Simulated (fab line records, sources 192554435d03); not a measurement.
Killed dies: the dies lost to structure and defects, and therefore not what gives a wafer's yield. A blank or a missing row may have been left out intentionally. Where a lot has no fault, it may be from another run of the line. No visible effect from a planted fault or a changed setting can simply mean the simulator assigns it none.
Which tool did it? || flow n5Finfet || 26 wafers from 9 lots sampled at 2 of the route's 1938 steps

## WHAT THE GAUGES READ, wafer by wafer
N5_DUMMY_GATE_CD_MEAS_15 targets a cd of 25.8 nm.
{"lot": "L424", "measured": "day 3 15:32", "on": "cdSem-02", "cdNm (nm)": "25.29 25.05 25.27"}
{"lot": "L425", "measured": "day 3 21:48", "on": "cdSem-02", "cdNm (nm)": "24.93 25.05 24.85"}
{"lot": "L426", "measured": "day 4 07:37", "on": "cdSem-02", "cdNm (nm)": "25.07 25.09 25.09"}
{"lot": "L430", "measured": "day 5 08:29", "on": "cdSem-01", "cdNm (nm)": "24.95 24.73"}
{"lot": "L431", "measured": "day 5 12:02", "on": "cdSem-01", "cdNm (nm)": "24.95 24.73 24.58"}
{"lot": "L433", "measured": "day 5 22:44", "on": "cdSem-03", "cdNm (nm)": "25.22 24.97 24.96"}
{"lot": "L441", "measured": "day 7 22:40", "on": "cdSem-02", "cdNm (nm)": "23.24 22.97 22.70"}
{"lot": "L442", "measured": "day 8 03:46", "on": "cdSem-01", "cdNm (nm)": "23.66 23.33 23.35"}
{"lot": "L444", "measured": "day 8 15:43", "on": "cdSem-02", "cdNm (nm)": "23.45 24.39 23.53"}

## EACH LOT AND THE TOOL THAT RAN IT (in order: tool; ch and the chambers of the sampled wafers; start)
{"lot": "L424", "N5_DUMMY_GATE_EXPOSE_12": "euvScanner-02 ch 0, day 3 15:25"}
{"lot": "L425", "N5_DUMMY_GATE_EXPOSE_12": "euvScanner-01 ch 0, day 3 21:41"}
{"lot": "L426", "N5_DUMMY_GATE_EXPOSE_12": "euvScanner-01 ch 0, day 4 07:29"}
{"lot": "L430", "N5_DUMMY_GATE_EXPOSE_12": "euvScanner-02 ch 0, day 5 08:23"}
{"lot": "L431", "N5_DUMMY_GATE_EXPOSE_12": "euvScanner-02 ch 0, day 5 11:54"}
{"lot": "L433", "N5_DUMMY_GATE_EXPOSE_12": "euvScanner-01 ch 0, day 5 22:37"}
{"lot": "L441", "N5_DUMMY_GATE_EXPOSE_12": "euvScanner-01 ch 0, day 7 22:33"}
{"lot": "L442", "N5_DUMMY_GATE_EXPOSE_12": "euvScanner-01 ch 0, day 8 03:38"}
{"lot": "L444", "N5_DUMMY_GATE_EXPOSE_12": "euvScanner-01 ch 0, day 8 15:35"}
- N5_DUMMY_GATE_EXPOSE_12: exposes mask GATE, target cd 25 nm.

## THE ANSWER, worked out from the rows above alone
Rule: the usual values come from the lots themselves. The widest of any qualifying gaps counts: lots, ordered by their means at a reading, are off when they make up no more than a third of the lots, leave a main group of 4 or more, and stand apart from it by 3 or more times the standard deviation of that group's means. A main group whose means are all the same, to the digits that the tables above print for the reading, isn't used. A lot without any number at a reading at which 4 lots or more have one is off too. All remaining lots with rows at the step are treated as sound.
Off: L441, L442, L444, at N5_DUMMY_GATE_CD_MEAS_15 (cdNm). Mean 24.98 nm and standard deviation 0.15 in the main group.
A tool fits if, at a process step before that reading, it ran every lot that is off, and no sound lot after the first of them. The gauges at N5_DUMMY_GATE_CD_MEAS_15 are tried like those tools. One fits: euvScanner-01 at N5_DUMMY_GATE_EXPOSE_12. Its last sound lot is L433 (day 5 22:37), its first lot that is off L441 (day 7 22:33): a fault that began between those two fits.

## WHAT THE SIMULATOR HAD PUT IN
Process parameter drift: euvScanner-01, from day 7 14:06 on, at N5_DUMMY_GATE_EXPOSE_12. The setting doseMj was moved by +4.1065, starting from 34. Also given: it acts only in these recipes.
Struck lots among those shown: L441, L442, L444. The same result came from the rule above.
